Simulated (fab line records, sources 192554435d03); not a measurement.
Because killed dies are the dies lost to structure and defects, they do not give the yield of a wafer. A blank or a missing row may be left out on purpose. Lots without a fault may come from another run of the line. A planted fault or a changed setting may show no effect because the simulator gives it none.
fab line records    flow n5-finfet    part 2 of 2: steps 5 to 6 of 6
[record] lots = 24  wafers = 72  last-day = 19
route steps=1938 shown BEOL_M11@1540
lots with no fault: from the same line, run without faults
start-h: start of the lot's first displayed wafer, in hours after the record's first day    wait-h: hours since the lot's step before    " as in the row above    L1.1+2: one row covering several wafers at once    - either no value or no given start    * or withheld: withheld    < > ~ a bound
route shown NAME@n: NAME is a module with steps in the file, n the number in the route of the first one    usual: mean/standard deviation of fault-free wafers    same: alike in all rows    chamber/n: place in a boat    sites: per-site readings    _std_site: the values' standard deviation    _edge_site: the outer-site mean with the inner-site mean subtracted    radius-mm: how far each site lies from the wafer's centre    mask NAME#n: copy n    behind: the tool/chamber that last shaped the wafer    hold: why the lot went on hold/how many hours it stayed there/how the hold came to an end    device: the n, p or np transistor that did not switch    end of line: at the end of the route, the tests of the same wafers    a step with no rows: only its recipe    killed: at the first sort, the dies lost to defects and structure; wafer yield is something else    map: a wafer's dies, x killed, . not, _ none there
set.NAME: the setting as run; set.NAME@STEP: as run at that earlier step    model.NAME: the simulator's own value behind a step, which no gauge read
route steps across a sampled set of lots; one table per step, one row per wafer
services: when a tool's chamber went out of use (start-h, in hours from the record's first day, below 0 if earlier), for how many hours, and the reason
[[steps]]
[step N5_BEOL_M11_STRIP_36]
[recipe] chemistry = N2/H2  power-w = 450  temp-c = 40  pressure-mtorr = 20  rf-frequency-hz = 6e+07  overash-fraction = 0.3  bias-power-w = 7  h2-frac = 0.5  n2-flow-sccm = 200  h2-flow-sccm = 200
[usual] drypump-motor-current-A = 5.9/0.49  oes-product-au = 0.76/0.08  rf-vpp-V = 59.5/1.8  showerhead-plenum-p-Torr = 2.54/0.082  throttle-valve-pct = 23.7/0.41
lot.wafer  tool         chamber  start-h  wait-h  drypump-motor-current-A  oes-product-au  rf-hours-counter-h  rf-vpp-V  showerhead-plenum-p-Torr  throttle-valve-pct
L074.3     rie-diel-01  1        262.46   0.0     6.3                      0.70            213                 58.3      2.43                      24.1
L074.5     "            3        "        "       6.2                      0.73            -                   57.1      2.64                      23.7
L074.6     "            2        "        "       5.8                      0.73            -                   57.4      2.62                      23.8
L076.1     rie-diel-01  1        269.77   0.0     6.2                      0.68            216                 58.4      2.43                      24.1
L076.2     "            0        "        "       6.2                      0.89            25                  60.0      2.50                      23.0
L076.6     "            1        "        "       6.3                      0.68            -                   58.8      2.43                      24.1
L075.2     rie-diel-01  0        270.70   0.0     6.2                      0.90            26                  60.1      2.50                      23.0
L075.3     "            1        "        "       6.2                      0.68            216                 59.4      2.43                      24.1
L075.5     "            1        "        "       6.3                      0.69            -                   62.4      2.43                      24.1
L077.1     rie-diel-03  2        276.05   0.0     4.7                      0.74            175                 61.3      2.63                      23.9
L077.2     "            1        "        "       6.1                      0.71            222                 60.5      2.62                      23.7
L077.6     "            3        "        "       6.4                      0.82            -                   59.2      2.45                      23.5
L078.1     rie-diel-03  2        286.26   0.0     4.8                      0.75            178                 57.9      2.63                      23.9
L078.3     "            1        "        "       6.1                      0.71            226                 58.7      2.62                      23.7
L078.4     "            3        "        "       6.4                      0.81            95                  58.5      2.45                      23.5
L080.3     rie-diel-04  3        294.39   0.0     5.9                      0.73            203                 58.5      2.52                      23.9
L080.5     "            3        "        "       6.0                      0.72            -                   62.2      2.52                      23.9
L080.6     "            2        "        "       5.2                      0.89            -                   60.3      2.50                      23.6
L079.1     rie-diel-03  3        299.16   0.0     6.4                      0.82            98                  60.1      2.45                      23.5
L079.3     "            0        "        "       5.0                      0.69            191                 61.0      2.54                      24.2
L079.6     "            0        "        "       5.0                      0.71            -                   57.8      2.54                      24.2
L081.1     rie-diel-04  3        300.15   0.0     5.9                      0.73            205                 63.1      2.52                      23.9
L081.2     "            1        "        "       6.1                      0.76            156                 57.3      2.45                      24.5
L081.5     "            2        "        "       5.2                      0.90            -                   57.5      2.50                      23.6
L082.1     rie-diel-01  2        309.39   0.0     5.7                      0.71            206                 60.0      2.62                      23.8
L082.2     "            0        "        "       6.2                      0.87            37                  60.4      2.49                      23.0
L082.6     "            3        "        "       6.2                      0.71            -                   56.8      2.64                      23.7
L083.1     rie-diel-01  0        310.21   0.0     6.2                      0.88            38                  59.6      2.49                      23.1
L083.2     "            2        "        "       5.7                      0.73            206                 58.0      2.62                      23.9
L083.3     "            1        "        "       6.2                      0.69            229                 58.4      2.42                      24.1
L084.1     rie-diel-01  2        316.37   0.0     5.7                      0.72            208                 59.8      2.62                      23.8
L084.5     "            1        "        "       6.2                      0.67            -                   64.0      2.42                      24.1
L084.6     "            0        "        "       6.2                      0.87            -                   57.5      2.49                      23.0
L087.2     rie-diel-01  1        325.22   0.0     6.2                      0.71            234                 58.5      2.42                      24.1
L087.5     "            3        "        "       6.2                      0.71            -                   58.3      2.64                      23.7
L087.6     "            2        "        "       5.7                      0.73            -                   58.6      2.62                      23.9
L085.1     rie-diel-03  2        335.11   0.0     4.7                      0.73            195                 59.1      2.62                      24.0
L085.3     "            3        "        "       6.4                      0.79            112                 59.1      2.45                      23.5
L085.6     "            1        "        "       6.1                      0.69            -                   56.9      2.61                      23.7
L086.1     rie-diel-01  0        341.54   0.0     6.1                      0.84            47                  57.0      2.49                      23.1
L086.3     "            2        "        "       5.7                      0.72            215                 57.1      2.61                      23.8
L086.5     "            0        "        "       6.2                      0.86            -                   59.4      2.49                      23.1
L089.1     rie-diel-01  2        344.10   0.0     5.7                      0.73            216                 60.5      2.61                      23.8
L089.3     "            3        "        "       6.2                      0.70            218                 59.1      2.63                      23.7
L089.6     "            0        "        "       6.1                      0.86            -                   58.2      2.49                      23.1
L091.1     rie-diel-01  2        348.54   0.0     5.7                      0.70            218                 58.2      2.61                      23.8
L091.4     "            3        "        "       6.2                      0.70            220                 56.4      2.63                      23.7
L091.6     "            3        "        "       6.2                      0.70            -                   57.2      2.63                      23.7
L088.3     rie-diel-04  0        349.15   0.0     5.9                      0.97            3                   59.7      2.61                      22.9
L088.5     "            3        "        "       6.0                      0.70            -                   61.6      2.51                      23.9
L088.6     "            2        "        "       5.2                      0.85            -                   55.0      2.49                      23.7
L092.2     rie-diel-01  3        352.36   0.0     6.2                      0.70            221                 61.8      2.63                      23.7
L092.3     "            2        "        "       5.7                      0.72            219                 60.1      2.61                      23.9
L092.6     "            0        "        "       6.2                      0.85            -                   58.3      2.49                      23.0
L090.1     rie-diel-03  3        365.36   0.0     6.4                      0.78            122                 58.6      2.44                      23.5
L090.3     "            1        "        "       6.1                      0.69            246                 57.4      2.61                      23.8
L090.5     "            2        "        "       4.7                      0.72            -                   61.0      2.62                      24.0
L093.1     rie-diel-04  1        384.02   0.0     6.1                      0.75            181                 59.8      2.44                      24.5
L093.3     "            2        "        "       5.3                      0.84            59                  59.4      2.49                      23.7
L093.5     "            1        "        "       6.1                      0.72            -                   61.0      2.44                      24.5
L095.1     rie-diel-01  2        384.94   0.0     5.7                      0.71            230                 59.6      2.61                      23.8
L095.4     "            3        "        "       6.2                      0.71            -                   59.5      2.63                      23.7
L095.6     "            2        "        "       5.7                      0.71            -                   58.3      2.61                      23.9
L094.1     rie-diel-03  3        394.05   0.0     6.4                      0.77            132                 58.4      2.44                      23.5
L094.2     "            2        "        "       4.7                      0.72            215                 60.5      2.61                      24.0
L094.5     "            2        "        "       4.7                      0.72            -                   60.1      2.61                      24.0
L097.1     rie-diel-01  2        410.59   0.0     5.7                      0.71            236                 62.4      2.60                      23.9
L097.3     "            1        "        "       6.2                      1.02            1                   59.7      2.73                      23.6
L097.6     "            0        "        "       6.2                      0.84            -                   60.1      2.48                      23.1
L096.1     rie-diel-04  0        413.00   0.0     5.9                      0.94            21                  56.8      2.60                      22.9
L096.3     "            1        "        "       6.1                      0.74            190                 61.1      2.43                      24.5
L096.4     "            2        "        "       5.3                      0.83            68                  60.0      2.48                      23.7
[step N5_BEOL_M11_DEGAS_44]
[recipe] ambient = vacuum  temp-c = 250  time-s = 60
[usual] heater-power-w = 344/36
lot.wafer  tool            chamber  start-h  wait-h  heater-power-w
L074.3     pvd-sputter-01  -        263.66   0.4     386
L074.5     "               -        "        "       370
L074.6     "               -        "        "       312
L076.1     pvd-sputter-03  -        271.30   0.6     331
L076.2     "               -        "        "       316
L076.6     "               -        "        "       303
L075.2     pvd-sputter-02  -        271.51   0.3     419
L075.3     "               -        "        "       297
L075.5     "               -        "        "       285
L077.1     pvd-sputter-02  -        277.90   1.2     341
L077.2     "               -        "        "       304
L077.6     "               -        "        "       420
L078.1     pvd-sputter-01  -        287.22   0.4     371
L078.3     "               -        "        "       396
L078.4     "               -        "        "       354
L080.3     pvd-sputter-03  -        295.31   0.4     308
L080.5     "               -        "        "       333
L080.6     "               -        "        "       307
L079.1     pvd-sputter-03  -        300.29   0.6     314
L079.3     "               -        "        "       305
L079.6     "               -        "        "       331
L081.1     pvd-sputter-03  -        301.21   0.6     355
L081.2     "               -        "        "       315
L081.5     "               -        "        "       355
L082.1     pvd-sputter-01  -        310.20   0.3     322
L082.2     "               -        "        "       396
L082.6     "               -        "        "       376
L083.1     pvd-sputter-01  -        310.95   0.3     392
L083.2     "               -        "        "       321
L083.3     "               -        "        "       360
L084.1     pvd-sputter-02  -        317.31   0.5     293
L084.5     "               -        "        "       293
L084.6     "               -        "        "       335
L087.2     pvd-sputter-01  -        326.01   0.3     392
L087.5     "               -        "        "       391
L087.6     "               -        "        "       367
L085.1     pvd-sputter-03  -        336.12   0.5     311
L085.3     "               -        "        "       334
L085.6     "               -        "        "       325
L086.1     pvd-sputter-01  -        342.35   0.3     396
L086.3     "               -        "        "       368
L086.5     "               -        "        "       389
L089.1     pvd-sputter-03  -        345.75   1.0     312
L089.3     "               -        "        "       335
L089.6     "               -        "        "       344
L091.1     pvd-sputter-01  -        349.41   0.3     383
L091.4     "               -        "        "       318
L091.6     "               -        "        "       323
L088.3     pvd-sputter-01  -        350.17   0.4     372
L088.5     "               -        "        "       388
L088.6     "               -        "        "       362
L092.2     pvd-sputter-02  -        353.55   0.4     345
L092.3     "               -        "        "       290
L092.6     "               -        "        "       296
L090.1     pvd-sputter-03  -        366.25   0.3     314
L090.3     "               -        "        "       360
L090.5     "               -        "        "       337
L093.1     pvd-sputter-01  -        385.32   0.8     316
L093.3     "               -        "        "       348
L093.5     "               -        "        "       379
L095.1     pvd-sputter-01  -        386.18   0.8     324
L095.4     "               -        "        "       359
L095.6     "               -        "        "       391
L094.1     pvd-sputter-02  -        395.05   0.3     296
L094.2     "               -        "        "       342
L094.5     "               -        "        "       419
L097.1     pvd-sputter-02  -        411.69   0.6     286
L097.3     "               -        "        "       294
L097.6     "               -        "        "       289
L096.1     pvd-sputter-03  -        414.66   1.2     369
L096.3     "               -        "        "       309
L096.4     "               -        "        "       313
[[services]]
tool            chamber  start-h  hours  kind
rie-diel-01     3        288.09   4.2    repair
rie-diel-04     0        309.05   -      clean
rie-diel-04     0        309.05   -      consumable-replace:focus-ring
rie-diel-04     1        360.52   12.7   repair
rie-diel-01     0        369.92   15.6   repair
rie-diel-03     1        379.36   -      clean
rie-diel-03     1        379.36   -      consumable-replace:focus-ring
rie-diel-03     1        379.36   18.0   scheduled-down
rie-diel-03     1        379.36   18.0   vent-cycle
rie-diel-01     1        385.57   -      clean
rie-diel-01     1        385.57   -      consumable-replace:focus-ring
rie-diel-01     1        385.57   -      consumable-replace:showerhead
rie-diel-01     1        385.57   23.5   scheduled-down
rie-diel-01     1        385.57   23.5   vent-cycle
rie-diel-01     3        388.99   2.6    repair
pvd-sputter-02  -        398.94   1.0    repair
rie-diel-01     2        401.92   6.6    repair
rie-diel-01     3        404.40   2.4    repair
rie-diel-01     1        411.12   6.8    repair
